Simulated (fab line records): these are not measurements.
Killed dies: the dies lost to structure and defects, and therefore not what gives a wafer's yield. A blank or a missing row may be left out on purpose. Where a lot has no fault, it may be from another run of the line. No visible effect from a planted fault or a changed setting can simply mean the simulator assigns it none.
A struck lot beside a sound one || flow n5_finfet || 36 steps out of a route of 1938
Sound: the wafers L446.1, L446.2, L446.5. Wafers L442.2, L442.4, L442.5 were the ones struck. Last of all comes the cause.
At each step with rows: each side's tool, then ch and its chambers, then its first start. Under that, the readings that differ: sound wafers || struck wafers || difference of the means || sigmas: that difference in standard deviations of wafers without a fault.
alike: words and numbers the same on both sides, and readings whose means are apart by under 2 such deviations; not compared: readings that were withheld, readings missing a value for some wafer, numbers with overlapping values and no deviation given by the record, and bounds like >300 which may hide the same value.
A row with sigmas, a row that says differs or no value, or rows on one side alone: a step with any of these is where the two part. When numbers do not overlap yet have no deviation, they are printed without sigmas and do not part them. Lack of a reading on every wafer of one side parts them only where that side has two or more wafers.

first, 9 steps without rows for these wafers: N5_BEOL_M4_ANNEAL_95 (time 240 s); N5_BEOL_M4_SPUTTER_96 (material Cu, target thk 4.5 nm, time 8.29 s); N5_BEOL_M4_ECD_50 (material Cu, target thk 300 nm); N5_BEOL_M4_ANNEAL_51 (time 90 s); N5_BEOL_M4_CMP_52 (polishes, stops on SiOC, t overpolish 6.8 s, target thk 40 nm); N5_BEOL_M4_PRE_CLEAN_60 (time 15 s); N5_BEOL_M4_CO_CAP_55 (material Co, precursor CCTBA/H2, target thk 2 nm, time 102.1 s); N5_BEOL_M4_PRE_CLEAN_56 (time 15 s); N5_BEOL_M4_DEP_57 (deposits SiCN from 3MS/NH3, target thk 8 nm, time 14 s).
N5_BEOL_M4_RC_MEAS_101:
  sound on prober-01 ch 0, day 12 12:32; struck on prober-01 ch 0, day 11 13:24
{"reading": "VT_P (mV)", "sound": "-247 -250 -249", "struck": "-238 -241 -242", "difference": "+8", "sigmas": "+2"}
  alike: DIBL_N, DIBL_P, IOFF_N, IOFF_P, ION_N, ION_P, SS_N, SS_P, VT_N
then, 24 steps without rows for these wafers: N5_BEOL_M5_ILD_DEP_00 (deposits SiCOH lowk from DEMS/porogen, target thk 140.64 nm, time 25.9 s); N5_BEOL_M5_CURE_79 (cures SiCOH lowk, time 240 s); N5_BEOL_M5_PECVD_70 (deposits SiO2 from TEOS/O2, target thk 16 nm, time 18 s); N5_BEOL_M5_HM_DEP_02 (deposits TiN, target thk 20 nm); N5_BEOL_M5_COAT_59 (time 60 s, resist thk 60 nm); N5_BEOL_M5_COAT_60 (time 60 s, resist thk 12 nm); N5_BEOL_M5_COAT_71 (time 60 s, resist thk 5 nm); N5_BEOL_M5_COAT_05 (resist thk 30 nm); N5_BEOL_M5_EBR_07; N5_BEOL_M5_SOFTBAKE_06 (time 60 s); N5_BEOL_M5_EXPOSE_08 (exposes mask M5, target cd 28 nm); N5_BEOL_M5_PEB_09 (peb time 60 s); N5_BEOL_M5_DEVELOP_10 (develop time 30 s); N5_BEOL_M5_DESCUM_16 (chemistry O2, time 7 s); N5_BEOL_M5_ETCH_72 (etches underlayer in N2/H2, target depth 6.5 nm, time 5.2 s); N5_BEOL_M5_ETCH_61 (etches SiARC in CF4, target depth 15.6 nm, time 26 s); N5_BEOL_M5_ETCH_62 (etches SOC in N2/H2, target depth 75 nm, overetch 15 nm, time 112.5 s); N5_BEOL_M5_STRIP_63 (strips in N2/H2); N5_BEOL_M5_STRIP_73 (strips in N2/H2); N5_BEOL_M5_STRIP_64 (strips in CF4); N5_BEOL_M5_HM_OPEN_17 (chemistry Cl2/BCl3, target TiN, target depth 20 nm, overetch 6 nm); N5_BEOL_M5_STRIP_19 (strips in O2); N5_BEOL_M5_COAT_65 (time 60 s, resist thk 60 nm); N5_BEOL_M5_COAT_66 (time 60 s, resist thk 12 nm).
-- record jumps: 3 days separate the struck wafers' starts on either side; left off in module BEOL_M5, taken up again in module BEOL_M14, whose first shown step is the route's number 1770 --
N5_BEOL_M14_DEP_53: deposits SiCN from 3MS/NH3, target thk 50 nm, time 17.8 s.
  sound on pecvd-01 ch 0,1,2, day 16 09:25; struck on pecvd-01 ch 0,2, day 14 17:17
  no value came back on the struck wafers for any of 5 readings (chamber_pressure_Torr (Torr), rf_fwd_power_W (W) and others); on the sound wafers chamber_pressure_Torr (Torr) reads 2.994 3.005 2.995
N5_PASSIVATION_PROBE_49:
  sound on prober-01, day 17 08:07; struck on prober-02, day 15 17:40
{"reading": "defect_limited_yield (%)", "sound": "92.0 92.3 92.3", "struck": "0 0 0", "difference": -92, "sigmas": -66}
{"reading": "killed_at_M4_up", "sound": "14 9 17", "struck": "1083 1109 1073", "difference": "+1075", "sigmas": "+99 or more"}
{"reading": "killed_at_other", "sound": "2 2 4", "struck": "7 8 11", "difference": "+6", "sigmas": "+2"}
{"reading": "killed_dies", "sound": "94 91 91", "struck": "1180 1180 1180", "difference": "+1088", "sigmas": "+64"}
{"reading": "killed_on_rim", "sound": "13 10 14", "struck": "152 152 152", "difference": "+140", "sigmas": "+36"}
{"reading": "sort_bin_5_function (%)", "sound": "4.7 4.2 4.4", "struck": "95.8 97.5 95.9", "difference": "+92.0", "sigmas": "+97"}
{"reading": "sort_n_pass", "sound": "1086 1089 1089", "struck": "0 0 0", "difference": -1088, "sigmas": -64}
{"reading": "sort_yield_pct (%)", "sound": "92.0 92.3 92.3", "struck": "0 0 0", "difference": -92, "sigmas": -61}
  alike: killed_at_M0_to_M3, killed_at_contacts, killed_at_front_end, killed_open, killed_short, sort_bin_6_memory

== WHERE THEY PART ==
Earliest at N5_BEOL_M4_RC_MEAS_101; latest, in this record, at N5_PASSIVATION_PROBE_49.

WHY: whatever the simulator had introduced
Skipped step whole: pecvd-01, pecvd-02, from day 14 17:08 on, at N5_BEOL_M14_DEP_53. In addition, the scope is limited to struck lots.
